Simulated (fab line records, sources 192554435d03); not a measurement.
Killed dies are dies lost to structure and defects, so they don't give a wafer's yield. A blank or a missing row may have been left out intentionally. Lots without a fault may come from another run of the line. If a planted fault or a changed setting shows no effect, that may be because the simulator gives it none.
Which tool is to blame? -- flow n5Finfet -- 30 wafers sampled from 10 lots at 1 step of a route of 1938

WHAT THE GAUGES SHOWED, per wafer
N5_BEOL_M2_THK_MEAS_01.
lot,measured,on,M2_ILD_THK (nm)
L412,day 6 18:14,filmMetro-02,78.6 79.2 80.0
L414,day 7 16:20,filmMetro-01,78.5 79.9 79.3
L419,day 8 16:59,filmMetro-02,79.1 79.6 79.7
L421,day 10 03:50,filmMetro-01,79.0 80.6 80.2
L425,day 11 04:13,filmMetro-02,77.8 79.2 79.7
L426,day 11 05:54,filmMetro-01,77.9 77.5 78.8
L431,day 12 04:15,filmMetro-02,78.6 78.0 78.5
L433,day 12 06:08,filmMetro-02,78.9 78.5 79.5
L432,day 12 09:37,filmMetro-02,79.2 77.1 78.5
L434,day 12 12:48,filmMetro-01,79.1 79.3 81.0

EACH LOT AND THE TOOL THAT RAN IT (in order: tool; ch and the chambers of the sampled wafers; start)
The record shows no process step preceding these readings.

THE ANSWER, worked out from the rows above alone
Rule: the lots themselves supply what counts as usual. Put in order of their means at a reading, lots are off if they are a third of the lots or fewer, leave a main group of 4 or more, and stand apart from it by a gap of 3 or more times the standard deviation of the main group's means; of several such gaps the widest counts. A main group is skipped when, at the precision printed for the reading in the tables above, its means are all equal. A lot without any number at a reading at which 4 lots or more have one is off too. Where the step has rows for the other lots, those lots are counted as sound.
No lot is off at any reading shown: from this, nothing can be told.

WHAT HAD BEEN PUT IN BY THE SIMULATOR
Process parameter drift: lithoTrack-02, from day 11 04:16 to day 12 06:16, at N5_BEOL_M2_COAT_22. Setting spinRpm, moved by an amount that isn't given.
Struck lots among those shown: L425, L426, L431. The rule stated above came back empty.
